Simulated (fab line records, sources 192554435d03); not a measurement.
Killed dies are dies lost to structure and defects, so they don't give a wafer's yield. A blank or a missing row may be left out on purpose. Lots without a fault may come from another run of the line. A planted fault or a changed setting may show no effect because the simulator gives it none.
Split-lot experiment | flow n5_finfet | 7 lots, 21 wafers read, on a route of 1938 steps

THE SPLIT
At N5_BEOL_M10_PEB_26 (peb time 60 s), the setting peb_time_s was moved away from the recipe's 60 s on 7 of the 21 wafers read, by -18.9% to +18.0%. The other wafers ran this setting at the recipe's value.

FROM THE SPLIT TO THE READING: what the file shows between them, 1 step
- N5_BEOL_M10_DEVELOP_27: develop time 30 s

THE READING
cd_nm, in nm, at N5_BEOL_M10_CD_MEAS_28 (target cd 70 nm). Fault-free wafers of this fab line usually give 69.8 nm, standard deviation 1 nm.

wafer  | tool, chamber at the split | peb_time_s as run, s | against the recipe | cd_nm, nm | against lot-mates on the recipe
L074.2 | litho_track-04, 0          | 60                   | recipe             | 68.8      | -
L074.5 | litho_track-04, 0          | 60                   | recipe             | 68.9      | -
L074.6 | litho_track-04, 0          | 60                   | recipe             | 70.7      | -
L077.1 | litho_track-05, 0          | 49.55                | -17.4%             | 60.4      | -8.8
L077.3 | litho_track-05, 0          | 49.55                | -17.4%             | 61.5      | -7.7
L077.4 | litho_track-05, 0          | 60                   | recipe             | 69.2      | -
L079.3 | litho_track-01, 0          | 48.65                | -18.9%             | 60.3      | -12.2
L079.5 | litho_track-01, 0          | 48.65                | -18.9%             | 59.7      | -12.8
L079.6 | litho_track-01, 0          | 60                   | recipe             | 72.5      | -
L080.2 | litho_track-04, 0          | 70.78                | +18.0%             | 76.4      | +8.0
L080.3 | litho_track-04, 0          | 60                   | recipe             | 68.4      | -
L080.5 | litho_track-04, 0          | 60                   | recipe             | 68.5      | -
L090.4 | litho_track-05, 0          | 60                   | recipe             | 69.3      | -
L090.5 | litho_track-05, 0          | 60                   | recipe             | 69.9      | -
L090.6 | litho_track-05, 0          | 60                   | recipe             | 68.9      | -
L093.3 | litho_track-04, 0          | 60                   | recipe             | 70.4      | -
L093.5 | litho_track-04, 0          | 63.78                | +6.3%              | 74.2      | +3.6
L093.6 | litho_track-04, 0          | 60                   | recipe             | 70.8      | -
L097.1 | litho_track-04, 0          | 60                   | recipe             | 69.2      | -
L097.3 | litho_track-04, 0          | 60                   | recipe             | 70.0      | -
L097.4 | litho_track-04, 0          | 56.19                | -6.3%              | 65.7      | -3.9

THE FIT
A straight line over all 21 wafers: cd_nm changes by +0.485 nm for each +1% of peb_time_s; r = +0.97; the points scatter about the line by 1.1 nm.
The same after taking each lot's own level away (the mean of its wafers on the recipe; 21 wafers): +0.545 nm for each +1%; r = +0.98; scatter 1 nm.
On that fit, the largest move of peb_time_s shifts the reading by 10 nm.
The lots' own levels span 68.45 to 72.50 nm, that is 4.0 times the standard deviation above.
So the lot-to-lot level changes the slope: the two fits differ.
Check: with one of the wafers moved furthest among these (-18.9%) left out of the fit, the line predicts -10 nm for it against its lot-mates. It came out at -12.2 nm against them.

OTHER SPLITS ON THESE WAFERS
These wafers also went through other splits before the reading. Each is held against what the fit with the lots' levels taken away leaves over:
other split on the same wafers   | wafers away from the commonest value | r with cd_nm (lot level and that fit taken away)
N5_BEOL_M9_TRENCH_ETCH_37 time_s | 6                                    | -0.05
N5_BEOL_M10_COAT_63 spin_rpm     | 9                                    | +0.37

THE FILE'S OWN FIT
cd_nm changes by +0.535 nm for each +1% of peb_time_s, r = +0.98.
